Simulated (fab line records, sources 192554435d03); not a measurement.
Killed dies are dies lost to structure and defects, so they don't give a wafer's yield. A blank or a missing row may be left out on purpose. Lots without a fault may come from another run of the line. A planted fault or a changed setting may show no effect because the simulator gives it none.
fab line records | flow n5_finfet
record lots=3 wafers=9 last_day=18
route steps=1938 shown FIN_SAQP@114 FIN_CUT@154 BEOL_M4@1111 PASSIVATION@1936
lots that met no fault: from a run of the same line without faults
start_h: hours from the record's first day to the start of the lot's first wafer shown | wait_h: hours since the lot's step before | " the same as in the row above | L1.1+2: a row that stands for several wafers | - no value, or no start given | * or withheld: withheld | < > ~ a bound
route shown NAME@n: a module of which the file shows steps, and the number in the route of the first | usual: mean/standard deviation of fault-free wafers | same: alike in all rows | chamber/n: place in a boat | sites: the reading at each site | _std_site: their standard deviation | _edge_site: outer sites' mean less inner sites' | radius_mm: how far each site lies from the wafer's centre | mask NAME#n: copy n | behind: the tool/chamber that last shaped the wafer | hold: why the lot was held/for how many hours/how that ended | device: the transistor (n, p or np) that didn't switch | end of line: the same wafers' tests at the end of the route | a step without rows: its recipe alone | killed: dies lost to structure and defects at the first sort, not the wafer's yield | map: a wafer's dies, x killed, . not, _ none there
set.NAME: the setting as run; set.NAME@STEP: as run at that earlier step | model.NAME: the simulator's own value behind a step, which no gauge read
lots at some steps of the route; a table a step, a row a wafer
services: from which hour (start_h, from the record's first day; less than 0 if before it) a tool's chamber was out of use, for how many hours, and why
## steps
# step N5_FIN_SAQP_DESCUM_21
# recipe chemistry=O2 time_s=7.9 source_power_w=50 bias_power_w=20 pressure_mtorr=20 rf_frequency_hz=2.712e+07 temp_c=40 resist=CAR-ArF o2_flow_sccm=225
# step N5_FIN_SAQP_ETCH_51
# recipe chemistry=CF4 target=SiARC target_depth_a=455 mask_material=CAR-ArF time_s=75.8 ion_energy_ev=80 pressure_mtorr=40 source_w=545 bias_w=36 Ar_flow_sccm=100 cf4_flow_sccm=100 ends=cleared
# step N5_FIN_SAQP_ETCH_52
# recipe chemistry=N2/H2 target=SOC target_depth_a=1000 overetch_a=200 mask_material=SiARC temp_c=40 time_s=150 ion_energy_ev=200 pressure_mtorr=30 source_w=840 bias_w=150 n2_flow_sccm=200 h2_flow_sccm=200 ends=end_point
# step N5_FIN_SAQP_STRIP_53
# recipe chemistry=N2/H2 temp_c=40 n2_flow_sccm=200 h2_flow_sccm=200 rf_frequency_hz=6e+07
# step N5_FIN_SAQP_HM_OPEN_73
# recipe chemistry=CHF3/O2 target=SiO2 stop_on=a-Si target_depth_a=120 over_etch_frac=1.8 mask_material=SOC time_s=16.8 pressure_mtorr=30 source_w=650 bias_w=170 Ar_flow_sccm=200 CHF3_flow_sccm=50 O2_flow_sccm=5 ion_energy_ev=200 ends=end_point
# step N5_FIN_SAQP_STRIP_74
# recipe chemistry=CHF3/O2 resist=SiARC rf_frequency_hz=6e+07
# step N5_FIN_SAQP_MANDREL_ETCH_22
# recipe target_depth_a=600 chemistry=HBr/Cl2 target=a-Si stop_on=SiNx bt_time_s=10 over_etch_frac=0.5 time_s=30 pressure_mtorr=10 icp_w=800 bias_w=75 HBr_flow_sccm=150 Cl2_flow_sccm=80 ends=end_point
# step N5_FIN_SAQP_STRIP_55
# recipe chemistry=N2/H2 power_w=500 temp_c=40 pressure_mtorr=50 rf_frequency_hz=6e+07 overash_fraction=0.3 bias_power_w=28 h2_frac=0.5 n2_flow_sccm=300 h2_flow_sccm=300
# step N5_FIN_SAQP_STRIP_23
# recipe chemistry=SPM time_s=750 temp_c=130 h2so4_h2o2_vol_ratio=4
# step N5_FIN_SAQP_SRD_66
# recipe dry=ipa_marangoni time_s=30 temp_c=23 rinse_liquid=diw
# step N5_FIN_SAQP_RECESS_75
# recipe chemistry=HF/NH3 target=SiO2 target_depth_a=144 afs_cycles=3 temp_c=30 sublimation_temp_c=180 sublimation_time_s=60
# step N5_FIN_SAQP_SPACER1_ALD_24
# recipe material=SiO2 target_thk_a=203 temp_c=300 ald_precursor_family=BDEAS ald_co_reactant=O2-plasma pulse_time_s=1 purge_time_s=2 co_reactant_purge_time_s=2 ald_cycles=218 pressure_torr=2
# usual ald_cycles=218/0 heater_power_w=451/41 precursor_pulse_height_rel=1.002/0.022
# columns lot.wafer tool chamber start_h wait_h ald_cycles heater_power_w precursor_pulse_height_rel model.SiO2_of_FIN_SAQP_SPACER1_ALD_24.thk_nm
L873.1 ald_sin-04 3 23.57 0.3 218 411 0.992 20.2
L873.5 " 2 " " 218 508 1.015 20.2
L873.6 " 1 " " 218 472 0.962 20.2
L892.3 ald_sin-04 2 137.76 0.1 312 481 1.003 29.2
L892.5 " 0 " " 218 495 1.013 20.2
L892.6 " 3 " " 218 397 0.995 20.4
L896.2 ald_sin-01 0 161.09 0.3 218 385 1.040 20.4
L896.3 " 2 " " 218 457 1.036 20.4
L896.6 " 0 " " 218 384 1.010 20.4
# step N5_FIN_SAQP_SPACER1_ETCHBACK_25
# recipe chemistry=CHF3/O2 mode=anisotropic_etchback target=SiO2 target_depth_a=244 time_s=12.2 pressure_mtorr=30 source_w=650 bias_w=170 Ar_flow_sccm=200 CHF3_flow_sccm=50 O2_flow_sccm=5 ion_energy_ev=200
# step N5_FIN_SAQP_MANDREL1_REMOVE_56
# recipe chemistry=HBr/Cl2/O2 bt_time_s=10 target=a-Si stop_on=SiNx endpoint=OES-SiCl over_etch_frac=1 icp_w=600 bias_w=22 HBr_flow_sccm=150 Cl2_flow_sccm=80 O2_flow_sccm=5 pressure_mtorr=10
# usual drypump_motor_current_A=5.7/0.38 he_backside_leak_sccm=2.8/0.37 oes_product_au=1.009/0.015 throttle_valve_pct=36.71/0.28
# columns lot.wafer tool chamber start_h wait_h drypump_motor_current_A he_backside_leak_sccm oes_product_au rf_hours_counter_h throttle_valve_pct model.FIN_SAQP.cd_nm
L873.1 rie_si-03 0 24.44 0.1 5.6 2.9 0.983 108 37.04 20.2
L873.5 " 1 " " 5.4 2.7 1.009 - 36.66 20
L873.6 " 0 " " 5.6 2.8 0.982 - 37.04 20.2
L892.3 rie_si-03 3 138.58 0.1 5.2 3.0 1.008 91 36.36 29.4
L892.5 " 0 " " 5.6 2.9 0.981 - 37.03 20.4
L892.6 " 2 " " 6.0 2.4 1.029 - 36.72 20.4
L896.2 rie_si-04 0 161.90 0.1 5.9 2.7 1.005 33 36.69 20.4
L896.3 " 3 " " 5.9 3.8 1.020 182 36.77 20.6
L896.6 " 2 " " 5.7 2.5 1.010 - 36.45 20.4
# step N5_FIN_SAQP_CD_MEAS_27
# recipe target_cd_nm=20 landing_energy_ev=1000 detector=se_inlens polarity=line
# usual cd_nm=20.27/0.25
# columns lot.wafer tool chamber start_h wait_h cd_nm
L873.1 cd_sem-02 0 24.55 0.1 19.81
L873.5 " 0 " " 19.99
L873.6 " 0 " " 20.26
L892.3 cd_sem-03 0 138.69 0.1 29.01
L892.5 " 0 " " 20.16
L892.6 " 0 " " 20.80
L896.2 cd_sem-01 0 162.01 0.1 20.64
L896.3 " 0 " " 20.28
L896.6 " 0 " " 19.62
# step N5_FIN_SAQP_ETCH_57
# recipe chemistry=CH3F/O2 target=SiNx mask_material=SiO2 target_depth_a=325 time_s=46.4 pressure_mtorr=30 source_w=395 bias_w=73 Ar_flow_sccm=150 CH3F_flow_sccm=30 O2_flow_sccm=20 ion_energy_ev=120 ends=cleared
# step N5_FIN_SAQP_ETCH_65
# recipe chemistry=CF4 target=SiO2 target_depth_a=40 ion_energy_ev=350 time_s=4.4 pressure_mtorr=10 icp_w=800 bias_w=400 cf4_flow_sccm=80
# step N5_FIN_SAQP_MANDREL_ETCH_58
# recipe chemistry=HBr/Cl2 target=a-Si target_depth_a=450 bt_time_s=10 stop_on=SiNx mask_material=SiO2 over_etch_frac=0.8 time_s=27 pressure_mtorr=10 icp_w=800 bias_w=75 HBr_flow_sccm=150 Cl2_flow_sccm=80 ends=end_point
# step N5_FIN_SAQP_RECESS_63
# recipe chemistry=HF/NH3 target=SiO2 target_depth_a=180 afs_cycles=3 temp_c=30 sublimation_temp_c=180 sublimation_time_s=60
# step N5_FIN_SAQP_COAT_68
# recipe resist=SOC temp_c=250 time_s=60 spin_rpm=1500 resist_thk_nm=100
# step N5_FIN_SAQP_ETCH_69
# recipe chemistry=N2/H2 target=SOC target_depth_a=1500 stop_on=SiNx ion_energy_ev=100 bias_w=61 pressure_mtorr=30 source_w=850 n2_flow_sccm=200 h2_flow_sccm=200
# step N5_FIN_SAQP_ETCH_67
# recipe chemistry=CH3F/O2 target=SiNx target_depth_a=300 mask_material=SOC pressure_mtorr=30 source_w=395 bias_w=73 Ar_flow_sccm=150 CH3F_flow_sccm=30 O2_flow_sccm=20 ion_energy_ev=120
# step N5_FIN_SAQP_STRIP_70
# recipe chemistry=N2/H2 power_w=500 temp_c=40 pressure_mtorr=50 rf_frequency_hz=6e+07 overash_fraction=0.3 bias_power_w=28 h2_frac=0.5 n2_flow_sccm=300 h2_flow_sccm=300
# step N5_FIN_SAQP_RECESS_71
# recipe chemistry=HF/NH3 target=SiO2 target_depth_a=30 afs_cycles=1 temp_c=30 sublimation_temp_c=180 sublimation_time_s=60
# step N5_FIN_SAQP_SPACER2_ALD_28
# recipe material=SiO2 target_thk_a=81 temp_c=300 ald_precursor_family=BDEAS ald_co_reactant=O2-plasma pulse_time_s=1 purge_time_s=2 co_reactant_purge_time_s=2 pressure_torr=2
# step N5_FIN_SAQP_SPACER2_ETCHBACK_29
# recipe chemistry=CHF3/O2 mode=anisotropic_etchback target=SiO2 target_depth_a=122 time_s=6.1 pressure_mtorr=30 source_w=650 bias_w=170 Ar_flow_sccm=200 CHF3_flow_sccm=50 O2_flow_sccm=5 ion_energy_ev=200
# step N5_FIN_SAQP_MANDREL2_REMOVE_60
# recipe chemistry=HBr/Cl2/O2 bt_time_s=10 target=a-Si stop_on=SiNx endpoint=OES-SiCl over_etch_frac=1 icp_w=600 bias_w=22 HBr_flow_sccm=150 Cl2_flow_sccm=80 O2_flow_sccm=5 pressure_mtorr=10
# step N5_FIN_SAQP_HM_OPEN_33
# recipe chemistry=CH3F/O2 target=SiNx mask_material=SiO2 target_depth_a=494 time_s=70.6 pressure_mtorr=30 source_w=395 bias_w=73 Ar_flow_sccm=150 CH3F_flow_sccm=30 O2_flow_sccm=20 ion_energy_ev=120 ends=cleared
# step N5_FIN_SAQP_ETCH_34
# recipe chemistry=C4F6/O2 target=SiO2 target_depth_a=450 time_s=15 ion_energy_ev=250 pressure_mtorr=30 source_w=345 bias_w=185 Ar_flow_sccm=300 C4F6_flow_sccm=10 O2_flow_sccm=10 ends=cleared
# step N5_FIN_SAQP_STRIP_77
# recipe chemistry=N2/H2 time_s=90 power_w=100 temp_c=40 pressure_mtorr=100 rf_frequency_hz=6e+07 bias_power_w=3 n2_flow_sccm=300 h2_flow_sccm=300
# step N5_FIN_SAQP_ETCH_64
# recipe chemistry=CF4 target=SiO2 target_depth_a=15 ion_energy_ev=350 pressure_mtorr=10 icp_w=800 bias_w=400 cf4_flow_sccm=80
# step N5_FIN_SAQP_FIN_ETCH_36
# recipe chemistry=HBr/Cl2/O2 target_depth_a=1200 mask_material=SiNx time_s=50.4 bias_w=102 pressure_mtorr=10 icp_w=800 HBr_flow_sccm=150 Cl2_flow_sccm=80 O2_flow_sccm=12
# step N5_FIN_SAQP_PRECLEAN_38
# recipe chemistry=O3/DIW time_s=45 temp_c=22 o3_ppm=10
# step N5_FIN_SAQP_PRECLEAN_45
# recipe chemistry=dHF time_s=10 dilution=500:1 temp_c=25
# step N5_FIN_SAQP_SRD_39
# recipe dry=ipa_marangoni time_s=30 temp_c=23 rinse_liquid=diw
# step N5_FIN_CUT_COAT_18
# recipe resist=SOC temp_c=250 time_s=60 spin_rpm=1500 resist_thk_nm=230
# step N5_BEOL_M4_RC_MEAS_101
# usual DIBL_N=35.8/1.8 DIBL_P=35.9/2.2 IOFF_N=0.16/0.035 IOFF_P=0.21/0.04 ION_N=672/11 ION_P=461/7.4 SS_N=71.4/0.64 SS_P=73.2/0.67 VT_N=250/3.5 VT_P=-251/3.4
# columns lot.wafer tool chamber start_h wait_h DIBL_N[mV/V] DIBL_P[mV/V] IOFF_N[nA/um] IOFF_P[nA/um] ION_N[uA/um] ION_P[uA/um] SS_N[mV/dec] SS_P[mV/dec] VT_N[mV] VT_P[mV]
L873.1 prober-02 0 163.50 0.0 37.3 37.3 0.19 0.20 682 456 72.2 73.5 249 -251
L873.5 " 0 " " 38.2 38.1 0.22 0.22 680 455 72.3 73.1 244 -251
L873.6 " 0 " " 36.5 36.5 0.16 0.19 674 456 72.4 73.5 248 -254
L892.5 prober-01 0 285.52 0.6 35.6 35.2 0.15 0.20 659 456 71.4 72.9 252 -248
L892.6 " 0 " " 35.6 35.3 0.15 0.21 674 461 71.3 73.5 248 -249
L896.2 prober-02 0 311.90 0.2 34.7 34.3 0.12 0.19 668 464 71.0 72.5 252 -254
L896.3 " 0 " " 34.1 33.1 0.11 0.17 656 458 71.3 72.1 254 -255
L896.6 " 0 " " 32.9 32.5 0.10 0.17 659 462 70.3 72.9 254 -253
# step N5_PASSIVATION_PROBE_49
# usual defect_limited_yield=91.0/1.5 killed_at_M0_to_M3=34/9.1 killed_at_M4_up=14/5.7 killed_at_contacts=13/5.7 killed_at_front_end=42/12 killed_at_other=4/3.4 killed_dies=106/17 killed_on_rim=14/4.3 killed_open=70/13 killed_short=34/7.5 sort_bin_5_function=5.2/0.94 sort_bin_6_memory=3.4/0.69 sort_n_pass=1074/17 sort_yield_pct=91.0/1.5
# same gross_dies=1180 killed_at_back_side=0 sort_bin_4_leakage[%]=0 sort_bin_8_speed[%]=0
# columns lot.wafer tool chamber start_h wait_h defect_limited_yield[%] killed_at_M0_to_M3 killed_at_M4_up killed_at_contacts killed_at_front_end killed_at_other killed_dies killed_on_rim killed_open killed_short sort_bin_5_function[%] sort_bin_6_memory[%] sort_n_pass sort_yield_pct[%]
L892.3 prober-01 - 391.80 0.1 0 44 31 5 1094 6 1180 152 105 48 94.0 5.5 0 0
L892.6 prober-01 - 391.95 0.3 89.7 17 18 4 79 4 122 10 78 37 5.3 4.3 1058 89.7
# killed by level:class
L892.3 FIN_SAQP:area_ald=1024 FIN_SAQP:geometric_particle:open=19 BEOL_M4:geometric_particle:open=16 FIN_SAQP:geometric_particle:short=13 DUMMY_GATE:geometric_particle:open=11 BEOL_M0_SAQP:geometric_particle:open=11 BEOL_M0:geometric_particle:open=9 BEOL_M0:geometric_particle:short=8
L892.6 FIN_SAQP:geometric_particle:open=24 FIN_SAQP:geometric_particle:short=13 DUMMY_GATE:geometric_particle:open=12 STI_FIN_REVEAL:geometric_particle:open=9 BEOL_M0_SAQP:geometric_particle:short=7 BEOL_M4:geometric_particle:open=6 BEOL_M5:geometric_particle:open=6 HKMG_FIN:area_etch=5
# map L892.3 (x killed, . not)
_________________xxxxxxxxxxxx________________
______________xxxxxxxxxxxxxxxxxx_____________
___________xxxxxxxxxxxxxxxxxxxxxxxx__________
__________xxxxxxxxxxxxxxxxxxxxxxxxxx_________
________xxxxxxxxxxxxxxxxxxxxxxxxxxxxxx_______
_______xxxxxxxxxxxxxxxxxxxxxxxxxxxxxxxx______
______xxxxxxxxxxxxxxxxxxxxxxxxxxxxxxxxxx_____
_____xxxxxxxxxxxxxxxxxxxxxxxxxxxxxxxxxxxx____
____xxxxxxxxxxxxxxxxxxxxxxxxxxxxxxxxxxxxxx___
___xxxxxxxxxxxxxxxxxxxxxxxxxxxxxxxxxxxxxxxx__
___xxxxxxxxxxxxxxxxxxxxxxxxxxxxxxxxxxxxxxxx__
__xxxxxxxxxxxxxxxxxxxxxxxxxxxxxxxxxxxxxxxxxx_
__xxxxxxxxxxxxxxxxxxxxxxxxxxxxxxxxxxxxxxxxxx_
_xxxxxxxxxxxxxxxxxxxxxxxxxxxxxxxxxxxxxxxxxxxx
_xxxxxxxxxxxxxxxxxxxxxxxxxxxxxxxxxxxxxxxxxxxx
_xxxxxxxxxxxxxxxxxxxxxxxxxxxxxxxxxxxxxxxxxxxx
_xxxxxxxxxxxxxxxxxxxxxxxxxxxxxxxxxxxxxxxxxxxx
_xxxxxxxxxxxxxxxxxxxxxxxxxxxxxxxxxxxxxxxxxxxx
_xxxxxxxxxxxxxxxxxxxxxxxxxxxxxxxxxxxxxxxxxxxx
_xxxxxxxxxxxxxxxxxxxxxxxxxxxxxxxxxxxxxxxxxxxx
_xxxxxxxxxxxxxxxxxxxxxxxxxxxxxxxxxxxxxxxxxxxx
__xxxxxxxxxxxxxxxxxxxxxxxxxxxxxxxxxxxxxxxxxx_
__xxxxxxxxxxxxxxxxxxxxxxxxxxxxxxxxxxxxxxxxxx_
___xxxxxxxxxxxxxxxxxxxxxxxxxxxxxxxxxxxxxxxx__
___xxxxxxxxxxxxxxxxxxxxxxxxxxxxxxxxxxxxxxxx__
____xxxxxxxxxxxxxxxxxxxxxxxxxxxxxxxxxxxxxx___
_____xxxxxxxxxxxxxxxxxxxxxxxxxxxxxxxxxxxx____
______xxxxxxxxxxxxxxxxxxxxxxxxxxxxxxxxxx_____
_______xxxxxxxxxxxxxxxxxxxxxxxxxxxxxxxx______
________xxxxxxxxxxxxxxxxxxxxxxxxxxxxxx_______
__________xxxxxxxxxxxxxxxxxxxxxxxxxx_________
___________xxxxxxxxxxxxxxxxxxxxxxxx__________
______________xxxxxxxxxxxxxxxxxx_____________
_________________xxxxxxxxxxxx________________
# map L873.5 (x killed, . not)
_________________............________________
______________.....x.....x..x..._____________
___________........................__________
__________..............x...x......._________
________...x....x........x..x.x..x...._______
_______..........x....................x______
______.....................x.......x...._____
_____.....................x.x....x.......____
____.........x........x...........x....x..___
___...................................x..x.__
___x.......................................__
__..............................xxx...x....._
__.................x.................x.xx..._
_....................x.......x......x........
_....x....................x..................
_.......x.............x.......x....x.........
_.........x.........................xx.....x.
_.....x..................................x..x
_...............................x............
_............xx...x................x.........
_......x............x........................
__................xx................xx......_
__.x................x......x................_
___.x......................x..x............__
___..x...x.x..x............................__
____..x...........x.x.................x...___
_____x.............x......x..............____
______.x...........x.x.................._____
_______..x...........x.....x...........______
________x.......................x....._______
__________.........x.........x.x...._________
___________.....x..xx.....x........__________
______________x................._____________
_________________.x..........________________
## services
# columns tool chamber start_h hours kind
ald_sin-01 0 -0.09 6.4 repair
ald_sin-01 - 6.37 0.8 repair
ald_sin-01 0 7.75 - clean
ald_sin-01 1 7.75 - clean
ald_sin-01 2 7.75 - clean
ald_sin-01 3 7.75 - clean
ald_sin-01 - 11.39 1.6 repair
ald_sin-04 3 13.74 2.4 repair
ald_sin-01 3 29.07 2.5 repair
rie_si-04 0 36.16 16.7 repair
ald_sin-01 - 45.26 0.7 repair
ald_sin-04 3 48.05 11.2 repair
ald_sin-04 - 85.25 14.0 pm
ald_sin-04 0 85.25 14.0 vent_cycle
ald_sin-04 1 85.25 14.0 vent_cycle
ald_sin-04 2 85.25 14.0 vent_cycle
ald_sin-04 3 85.25 14.0 vent_cycle
ald_sin-04 0 99.25 - clean
ald_sin-04 1 99.25 - clean
ald_sin-04 2 99.25 - clean
ald_sin-04 3 99.25 - clean
ald_sin-01 1 118.26 2.5 repair
rie_si-03 1 134.56 6.4 repair
rie_si-03 - 158.67 28.1 pm
## key
first_sign step=N5_FIN_SAQP_SPACER1_ALD_24 reading=ald_cycles direction=up sigmas=99+ usual=* struck=*
effect step=N5_FIN_SAQP_CD_MEAS_27 reading=cd_nm direction=up sigmas=35 usual=20.27 struck=29.01
effect step=N5_PASSIVATION_PROBE_49 reading=sort_bin_5_function direction=up sigmas=94 usual=5.2 struck=94.0
model_effect step=N5_FIN_SAQP_SPACER1_ALD_24 value=SiO2_of_FIN_SAQP_SPACER1_ALD_24.thk_nm without=20.4 struck=29.2
model_effect step=N5_FIN_SAQP_MANDREL1_REMOVE_56 value=FIN_SAQP.cd_nm without=20.6 struck=29.4
more_kills_born_at N5_FIN_SAQP_SPACER1_ALD_24@ald_sin-04=1024
met_at N5_FIN_SAQP_SPACER1_ALD_24
struck_wafers L892.3
later_rows_left_out L892.3
onset_between 23.57 137.76
fault kind=process_parameter_drift tool=ald_sin-04 chamber=2 onset_h=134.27 steps=N5_FIN_SAQP_SPACER1_ALD_24 channel=ald_cycles offset=* shape=step end_h=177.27 acts_in=* stated=*
# later_rows_left_out: the simulator's readings of these wafers behind a module that went badly wrong aren't trusted and aren't shown, but for the sort
